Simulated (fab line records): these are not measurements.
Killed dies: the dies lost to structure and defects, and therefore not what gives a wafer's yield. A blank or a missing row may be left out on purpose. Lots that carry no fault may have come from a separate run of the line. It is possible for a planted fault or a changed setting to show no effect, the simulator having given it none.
Split-lot study    flow n5-finfet    21 wafers read from 7 lots, route of 1938 steps

## ABOUT THE SPLIT
At N5_BEOL_M8_ETCH_65 (etches SiARC in CF4, target depth 15.6 nm, time 26 s), the setting source-w was moved away from the recipe's 545 W on 8 of the 21 wafers read, by -14.6% to +17.4%. This setting was run at the recipe's value on the other wafers.

The split's own step is where the reading is taken.

## THE READING
rf-vpp-V, in V, at N5_BEOL_M8_ETCH_65 (etches SiARC in CF4, target depth 15.6 nm, time 26 s). On this fab line, fault-free wafers typically give 183.6 V with a standard deviation of 1.2 V.

wafer   tool, chamber at the split  source-w as run, W  against the recipe  rf-vpp-V, V  against lot-mates on the recipe
L074.2  rie-diel-01, 1              639.6               +17.4%              174.0        -10.3
L074.3  rie-diel-01, 3              545                 recipe              184.3        -
L074.5  rie-diel-01, 3              545                 recipe              184.3        -
L078.3  rie-diel-01, 0              503.6               -7.6%               188.0        +6.3
L078.5  rie-diel-01, 0              545                 recipe              181.5        -
L078.6  rie-diel-01, 3              545                 recipe              181.9        -
L082.3  rie-diel-04, 0              545                 recipe              182.1        -
L082.5  rie-diel-04, 1              545                 recipe              184.1        -
L082.6  rie-diel-04, 2              494.4               -9.3%               191.1        +8.0
L085.1  rie-diel-03, 3              489                 -10.3%              189.5        +7.1
L085.2  rie-diel-03, 2              489                 -10.3%              190.6        +8.2
L085.6  rie-diel-03, 1              545                 recipe              182.4        -
L090.2  rie-diel-01, 1              545                 recipe              183.8        -
L090.4  rie-diel-01, 2              465.2               -14.6%              194.0        +10.3
L090.5  rie-diel-01, 1              545                 recipe              183.6        -
L091.2  rie-diel-01, 2              513.7               -5.7%               186.6        +3.5
L091.3  rie-diel-01, 3              545                 recipe              183.1        -
L091.5  rie-diel-01, 2              513.7               -5.7%               187.8        +4.7
L094.3  rie-diel-03, 3              545                 recipe              183.2        -
L094.4  rie-diel-03, 2              545                 recipe              184.9        -
L094.5  rie-diel-03, 3              545                 recipe              183.4        -

THE FIT
A straight line over all 21 wafers: rf-vpp-V changes by -0.638 V for each +1% of source-w; r = -0.97; the points scatter about the line by 1.1 V.
The same after taking each lot's own level away (the mean of its wafers on the recipe; 21 wafers): -0.686 V for each +1%; r = -0.99; scatter 0.75 V.
According to that fit, moving source-w by its largest amount changes the reading by 12 V.
The lots' own levels span 181.70 to 184.30 V, that is 2.2 times the standard deviation above.
The two slopes are in agreement: the lot-to-lot level therefore moves the slope only a little.
Check: with one of the wafers moved furthest among these (+17.4%) left out of the fit, the line predicts -13 V for it against its lot-mates. It came out at -10.3 V against them.
Tool readings at the split's step, against how far the setting was moved: etch-rf-on-time-s r = -0.96; rf-vpp-V r = -0.97.

## FURTHER SPLITS ON THESE WAFERS
Other splits were also applied to these wafers ahead of the reading. Each is held against what the fit with the lots' levels taken away leaves over:
other split on the same wafers  wafers away from the commonest value  r with rf-vpp-V (lot level and that fit taken away)
N5_BEOL_M7_COAT_05 spin-rpm     5                                     -0.03
N5_BEOL_M8_ETCH_61 bias-w       5                                     -0.03

## THE WHOLE CHAIN: every reading that the file lists as answering this split, in the file's order
step                what it does                                          reading            change (the file's fit)                                                                        r (the file's)
N5_BEOL_M8_ETCH_65  etches SiARC in CF4, target depth 15.6 nm, time 26 s  etch-rf-on-time-s  not straight: withheld at the lowest setting, withheld at the recipe, withheld at the highest  not given
N5_BEOL_M8_ETCH_65  etches SiARC in CF4, target depth 15.6 nm, time 26 s  rf-vpp-V           -0.695 V for each +1% of the setting                                                           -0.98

## FILE'S OWN FIT
rf-vpp-V changes by -0.695 V for each +1% of source-w, r = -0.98.
